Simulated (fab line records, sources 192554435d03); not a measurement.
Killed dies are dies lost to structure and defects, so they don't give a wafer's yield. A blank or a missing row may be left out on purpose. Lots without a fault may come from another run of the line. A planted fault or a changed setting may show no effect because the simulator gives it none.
Split-lot experiment | flow n5_finfet | 7 lots, 21 wafers read, on a route of 1938 steps

THE SPLIT
At N5_BEOL_M10_ETCH_41 (etches SiCN in CH3F/O2, target depth 42.6 nm, time 86 s), the setting source_w was moved away from the recipe's 395 W on 5 of the 21 wafers read, by -16.0% to +16.8%. The other wafers ran this setting at the recipe's value.

The reading is taken at the split's own step.

THE READING
rf_vpp_V, in V, at N5_BEOL_M10_ETCH_41 (etches SiCN in CH3F/O2, target depth 42.6 nm, time 86 s). Fault-free wafers of this fab line usually give 297.3 V, standard deviation 1.9 V.

wafer  | tool, chamber at the split | source_w as run, W | against the recipe | rf_vpp_V, V | against lot-mates on the recipe
L074.2 | rie_diel-02, 1             | 424.1              | +7.4%              | 293.4       | -2.9
L074.3 | rie_diel-02, 3             | 395                | recipe             | 296.7       | -
L074.5 | rie_diel-02, 2             | 395                | recipe             | 295.9       | -
L078.2 | rie_diel-02, 2             | 395                | recipe             | 296.8       | -
L078.4 | rie_diel-02, 1             | 395                | recipe             | 299.9       | -
L078.5 | rie_diel-02, 3             | 395                | recipe             | 294.9       | -
L082.1 | rie_diel-01, 2             | 395                | recipe             | 299.0       | -
L082.3 | rie_diel-01, 3             | 395                | recipe             | 297.2       | -
L082.5 | rie_diel-01, 2             | 395                | recipe             | 301.0       | -
L088.3 | rie_diel-02, 2             | 395                | recipe             | 296.7       | -
L088.4 | rie_diel-02, 3             | 395                | recipe             | 296.2       | -
L088.6 | rie_diel-02, 0             | 461.3              | +16.8%             | 278.9       | -17.6
L094.1 | rie_diel-02, 2             | 395                | recipe             | 296.1       | -
L094.5 | rie_diel-02, 1             | 395                | recipe             | 299.4       | -
L094.6 | rie_diel-02, 3             | 395                | recipe             | 298.0       | -
L095.1 | rie_diel-02, 1             | 395                | recipe             | 301.3       | -
L095.2 | rie_diel-02, 3             | 331.8              | -16.0%             | 314.7       | +13.4
L095.4 | rie_diel-02, 1             | 331.8              | -16.0%             | 317.4       | +16.1
L096.4 | rie_diel-05, 1             | 341.9              | -13.4%             | 311.4       | +14.2
L096.5 | rie_diel-05, 3             | 395                | recipe             | 299.1       | -
L096.6 | rie_diel-05, 2             | 395                | recipe             | 295.2       | -

THE FIT
A straight line over all 21 wafers: rf_vpp_V changes by -1.08 V for each +1% of source_w; r = -0.97; the points scatter about the line by 2.1 V.
The same after taking each lot's own level away (the mean of its wafers on the recipe; 21 wafers): -0.949 V for each +1%; r = -0.97; scatter 1.8 V.
On that fit, the largest move of source_w shifts the reading by 16 V.
The lots' own levels span 296.30 to 301.30 V, that is 2.6 times the standard deviation above.
So the lot-to-lot level changes the slope: the two fits differ.
Check: with one of the wafers moved furthest among these (+16.8%) left out of the fit, the line predicts -14.8 V for it against its lot-mates. It came out at -17.6 V against them.
Tool readings at the split's step, against how far the setting was moved: rf_vpp_V r = -0.97.

OTHER SPLITS ON THESE WAFERS
These wafers also went through other splits before the reading. Each is held against what the fit with the lots' levels taken away leaves over:
other split on the same wafers | wafers away from the commonest value | r with rf_vpp_V (lot level and that fit taken away)
N5_BEOL_M8_PECVD_70 temp_c     | 6                                    | +0.13
N5_BEOL_M8_COAT_59 spin_rpm    | 10                                   | +0.26
N5_BEOL_M9_COAT_05 spin_rpm    | 7                                    | -0.22
N5_BEOL_M9_ETCH_62 source_w    | 8                                    | +0.07

THE FILE'S OWN FIT
rf_vpp_V changes by -0.962 V for each +1% of source_w, r = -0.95.
